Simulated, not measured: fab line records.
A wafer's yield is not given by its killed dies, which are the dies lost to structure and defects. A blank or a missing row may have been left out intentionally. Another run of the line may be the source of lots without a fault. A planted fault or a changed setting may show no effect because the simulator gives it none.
Struck lot and sound lot, side by side	flow nand_harc	15 steps out of a route of 1159
Sound: the wafers L273.1, L273.3, L273.6. Wafers struck: L267.1, L267.2, L267.6. At the end, the cause is stated.
Each step with rows lists, per side, the tool, then ch with its chambers, then its first start. Under that, the readings that differ: sound wafers	struck wafers	difference of the means	sigmas: that difference in standard deviations of wafers without a fault.
alike: a reading whose means differ by less than 2 such deviations, as well as words and numbers matching on both sides. not compared: withheld readings; readings where some wafer has no value; bounds like >300 that might hide an equal value; numbers whose values overlap and for which the record gives no deviation.
The two part at a step that has a row with sigmas, a row that says differs or no value, or rows on one side only. When numbers do not overlap yet have no deviation, they are printed without sigmas and do not part them. A reading that every wafer of one side lacks parts them only if that side has two wafers or more.

first, 5 steps without rows for these wafers: NHARC_A_CONTACT_SOFTBAKE_37 (time 55 s); NHARC_A_CONTACT_EBR_38; NHARC_A_CONTACT_EXPOSE_39 (exposes mask A CC 3); NHARC_A_CONTACT_PEB_40 (peb time 65 s); NHARC_A_CONTACT_DEVELOP_41 (develop time 35 s).
NHARC_A_CONTACT_CD_MEAS_42 targets a cd of 200 nm.
  sound on cd_sem-02 ch 0, day 20 00:13; struck on cd_sem-03 ch 0, day 18 07:21
  alike: cd_nm
NHARC_A_CONTACT_OVL_MEAS_43:
  struck on overlay-01, day 18 07:26; sound on overlay-01, day 20 00:18
  alike: overlay_x_nm, overlay_y_nm
NHARC_A_CONTACT_INSPECT_44:
  struck on defect_inspect-02, day 18 07:28; sound on defect_inspect-02, day 20 00:20
  alike: raw_defect_count
NHARC_A_CONTACT_DESCUM_47: chemistry O2, time 3 s.
  sound on rie_diel-07 ch 1,2,3, day 20 00:28; struck on rie_diel-07 ch 0,2,3, day 18 07:32
  alike: drypump_motor_current_A, mfc_ar_sccm, oes_product_au, rf_vpp_V, showerhead_plenum_p_Torr, throttle_valve_pct
  not compared: rf_hours_counter_h
NHARC_A_CONTACT_ETCH_48: etches the open film in CF4, target depth 39 nm, time 65 s.
  sound on rie_diel-07 ch 0,3, day 20 00:32; struck on rie_diel-07 ch 0,1,3, day 18 07:37
  alike: bias_w, cf4_flow_sccm, drypump_motor_current_A, mfc_ar_sccm, oes_product_au, rf_fwd_power_W, rf_vpp_V, showerhead_plenum_p_Torr, throttle_valve_pct
  not compared: rf_hours_counter_h
NHARC_A_CONTACT_ETCH_49: etches the open film in N2/H2, target depth 260 nm, time 475.3 s.
  sound on rie_diel-07 ch 2,3; struck on rie_diel-07 ch 1,2
  alike: bias_w, chamber_pressure_mTorr, drypump_motor_current_A, mfc_ar_sccm, oes_product_au, rf_fwd_power_W, rf_vpp_V, showerhead_plenum_p_Torr, throttle_valve_pct
  not compared: rf_hours_counter_h
NHARC_A_CONTACT_ETCH_50: etches the open film in CF4/CHF3, target depth 84.7 nm, time 42.4 s.
  sound on rie_diel-07 ch 0,1; struck on rie_diel-07 ch 0,1,3
  alike: bias_w, cf4_flow_sccm, drypump_motor_current_A, mfc_ar_sccm, oes_product_au, rf_fwd_power_W, rf_vpp_V, showerhead_plenum_p_Torr, throttle_valve_pct
  not compared: rf_hours_counter_h
NHARC_A_CONTACT_ETCH_51: etches the open film in O2/COS, target depth 3600 nm, time 936 s.
  sound on rie_diel-07 ch 1,2, day 20 01:03; struck on rie_diel-07 ch 1,3, day 18 08:11
  no value came back on the struck wafers for any of 10 readings (bias_w (W), chamber_pressure_mTorr (mTorr) and others); on the sound wafers bias_w (W) reads 299.8 299.6 298.8
  not compared: rf_hours_counter_h
NHARC_A_CONTACT_ETCH_111: etches the open film in C4F8/O2/Ar, time 140 s, target depth 700 nm.
  sound on har_cap_etch-02 ch 1, day 20 01:45; struck on har_cap_etch-02 ch 0,1, day 18 08:50
  alike: chamber_pressure_mTorr, oes_air_line_au
  not compared: rf_hours_counter_h
-- break in the record here, with 3 days between the starts of the struck wafers on either side (left off in module A_CONTACT, picked up again in module END, where the first step shown is number 1159 on the route) --
NHARC_END_SORT_01:
  at this point the record logs the struck wafers (prober-02 ch 0, day 21 16:30) and has no rows for the sound ones

WHERE THEY PART
Last at NHARC_END_SORT_01 as far as this record goes, first at NHARC_A_CONTACT_ETCH_51.

WHY: the cause the simulator had injected
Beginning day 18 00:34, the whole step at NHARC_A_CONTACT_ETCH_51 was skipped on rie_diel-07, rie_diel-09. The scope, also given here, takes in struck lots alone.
